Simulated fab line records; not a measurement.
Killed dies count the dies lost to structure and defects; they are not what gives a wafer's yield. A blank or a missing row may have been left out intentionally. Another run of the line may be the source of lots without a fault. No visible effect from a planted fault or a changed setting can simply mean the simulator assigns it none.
Chamber matching	flow n5_finfet	N5_BEOL_M7_CURE_74 on uv_cure-03 has 3 sister chambers
The step cures SiCOH lowk, time 240 s. 3 wafers are shown with their chamber, then 10 later ones without.

WAFERS WITH THEIR CHAMBER
wafer	chamber	wafer_temp_C_max
L081.6	0	386.6
L085.5	2	387.8
L088.3	1	385.9

WAFERS WITHOUT THEIR CHAMBER
wafer	wafer_temp_C_max
L088.4	386.7
L090.1	386.1
L090.2	386.1
L090.4	386.8
L093.1	386.3
L093.2	386.6
L093.5	386.5
L097.2	386.4
L097.3	386.3
L097.5	387.0

THE CHAMBER EACH PASSED THROUGH
wafer	from the rows above	in truth
L088.4	0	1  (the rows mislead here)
L090.1	can't be placed: 1 or 0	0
L090.2	can't be placed: 1 or 0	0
L090.4	0	0
L093.1	can't be placed: 0 or 1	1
L093.2	0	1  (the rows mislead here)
L093.5	0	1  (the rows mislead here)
L097.2	can't be placed: 0 or 1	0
L097.3	can't be placed: 0 or 1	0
L097.5	can't be placed: 0 or 2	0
Correctly placed: 1 of 10. Not placeable from these rows: 6 (in 6, the candidates include the true chamber). Number placed wrongly: 3.
How it was worked out, from the rows above alone: a wafer's distance from a chamber is the root of the sum, over the readings, of the square of ((its reading less the chamber's mean) divided by the reading's scatter). If the next closest chamber is less than 2 further off than the closest, the wafer can't be placed; otherwise it belongs to the closest. For every chamber, the mean is computed from those of its wafers that are shown. The scatter: with one shown wafer a chamber, the root of the mean of the squares of how far each hidden wafer lies from its nearest shown one.
